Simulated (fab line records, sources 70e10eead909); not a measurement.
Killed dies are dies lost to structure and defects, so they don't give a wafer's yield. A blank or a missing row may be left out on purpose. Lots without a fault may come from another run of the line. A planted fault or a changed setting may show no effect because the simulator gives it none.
Chamber matching | flow nand_harc | NHARC_A_CONTACT_ETCH_75 on rie_diel-01: 4 sister chambers
The step etches the open film in CF4, target depth 39 nm, time 65 s. 4 wafers are shown with their chamber, then 12 later ones without.

WAFERS WITH THEIR CHAMBER
wafer  | chamber | showerhead_plenum_p_Torr (Torr)
L090.2 | 0       | 1.90
L092.1 | 1       | 1.68
L092.3 | 2       | 1.72
L092.4 | 3       | 1.74

WAFERS WITHOUT THEIR CHAMBER
wafer  | showerhead_plenum_p_Torr (Torr)
L093.2 | 1.74
L093.4 | 1.72
L093.5 | 1.72
L095.2 | 1.90
L095.5 | 1.90
L095.6 | 1.74
L096.1 | 1.67
L096.3 | 1.90
L096.5 | 1.72
L097.1 | 1.72
L097.2 | 1.74
L097.5 | 1.67

WHICH CHAMBER EACH WENT THROUGH
wafer  | from the rows above | in truth
L093.2 | 3                   | 3
L093.4 | 2                   | 2
L093.5 | 2                   | 2
L095.2 | 0                   | 0
L095.5 | 0                   | 0
L095.6 | 3                   | 3
L096.1 | 1                   | 1
L096.3 | 0                   | 0
L096.5 | 2                   | 2
L097.1 | 2                   | 2
L097.2 | 3                   | 3
L097.5 | 1                   | 1
Placed correctly: 12 of 12. Can't be placed from these rows: 0. Placed wrongly: 0.
How it was worked out, from the rows above alone: a wafer's distance from a chamber is the root of the sum, over the readings, of the square of ((its reading less the chamber's mean) divided by the reading's scatter). The wafer belongs to the nearest chamber; if the next one is less than 2 further off, it can't be placed. A chamber's mean is the mean of its shown wafers. The scatter: with one shown wafer a chamber, the root of the mean of the squares of how far each hidden wafer lies from its nearest shown one.
